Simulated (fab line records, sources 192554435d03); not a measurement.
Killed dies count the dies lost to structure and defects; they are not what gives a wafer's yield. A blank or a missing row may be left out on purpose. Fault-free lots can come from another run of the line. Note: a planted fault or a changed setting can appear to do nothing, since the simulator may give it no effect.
Which tool did it? || flow n5_finfet || Sampling: 11 lots, 33 wafers, 2 of 1938 route steps

== WHAT THE GAUGES SHOWED, per wafer ==
N5_MOL_CONTACT_COAG_INSPECT_97: inspects for defects (darkfield).
{"lot": "L075", "measured": "day 5 22:16", "on": "defect_inspect-01", "raw_defect_count": "36 24 39"}
{"lot": "L078", "measured": "day 6 11:05", "on": "defect_inspect-02", "raw_defect_count": "54 36 21"}
{"lot": "L080", "measured": "day 6 21:11", "on": "defect_inspect-02", "raw_defect_count": "65 41 56"}
{"lot": "L083", "measured": "day 7 16:32", "on": "defect_inspect-02", "raw_defect_count": "41 39 63"}
{"lot": "L085", "measured": "day 8 04:29", "on": "defect_inspect-01", "raw_defect_count": "44 48 60"}
{"lot": "L087", "measured": "day 8 17:19", "on": "defect_inspect-02", "raw_defect_count": "37 32 52"}
{"lot": "L089", "measured": "day 9 03:25", "on": "defect_inspect-01", "raw_defect_count": "38 42 27"}
{"lot": "L091", "measured": "day 9 15:49", "on": "defect_inspect-02", "raw_defect_count": "38 49 36"}
{"lot": "L093", "measured": "day 10 02:08", "on": "defect_inspect-02", "raw_defect_count": "41 47 72"}
{"lot": "L095", "measured": "day 10 20:31", "on": "defect_inspect-02", "raw_defect_count": "40 49 50"}
{"lot": "L097", "measured": "day 11 04:26", "on": "defect_inspect-02", "raw_defect_count": "27 44 30"}

== WHAT TOOL EACH LOT RAN ON (gives the tool, then ch and the chambers of the sampled wafers, and finally the start) ==
{"lot": "L075", "N5_MOL_CONTACT_COAG_VIA_ETCH_117": "rie_diel-06 ch 1,3, day 5 18:05"}
{"lot": "L078", "N5_MOL_CONTACT_COAG_VIA_ETCH_117": "rie_diel-05 ch 0,1,2, day 6 06:55"}
{"lot": "L080", "N5_MOL_CONTACT_COAG_VIA_ETCH_117": "rie_diel-05 ch 0,1,2, day 6 16:56"}
{"lot": "L083", "N5_MOL_CONTACT_COAG_VIA_ETCH_117": "rie_diel-06 ch 1,2, day 7 12:19"}
{"lot": "L085", "N5_MOL_CONTACT_COAG_VIA_ETCH_117": "rie_diel-01 ch 0,3, day 7 21:28"}
{"lot": "L087", "N5_MOL_CONTACT_COAG_VIA_ETCH_117": "rie_diel-06 ch 2,3, day 8 13:10"}
{"lot": "L089", "N5_MOL_CONTACT_COAG_VIA_ETCH_117": "rie_diel-05 ch 0,1,2, day 8 23:11"}
{"lot": "L091", "N5_MOL_CONTACT_COAG_VIA_ETCH_117": "rie_diel-05 ch 0,1,3, day 9 10:05"}
{"lot": "L093", "N5_MOL_CONTACT_COAG_VIA_ETCH_117": "rie_diel-05 ch 1,3, day 9 21:58"}
{"lot": "L095", "N5_MOL_CONTACT_COAG_VIA_ETCH_117": "rie_diel-01 ch 0,2,3, day 10 13:35"}
{"lot": "L097", "N5_MOL_CONTACT_COAG_VIA_ETCH_117": "rie_diel-06 ch 1,3, day 11 00:16"}
- N5_MOL_CONTACT_COAG_VIA_ETCH_117: etches SiO2 in C4F6/O2, target depth 40 nm, overetch 8 nm, time 26 s.

== THE ANSWER, worked out from the rows above alone ==
Rule: usual is defined by the lots themselves. Put in order of their means at a reading, lots are off if they are a third of the lots or fewer, leave a main group of 4 or more, and stand apart from it by a gap of 3 or more times the standard deviation of the main group's means; of several such gaps the widest counts. The tables above print the reading to a certain number of digits; a main group whose means all agree to those digits is not used. Also off: a lot with no number at a reading for which 4 or more lots have one. Where the step has rows for the other lots, those lots are counted as sound.
No lot is off at any reading shown: from this, nothing can be told.

== WHAT WAS PUT IN BY THE SIMULATOR ==
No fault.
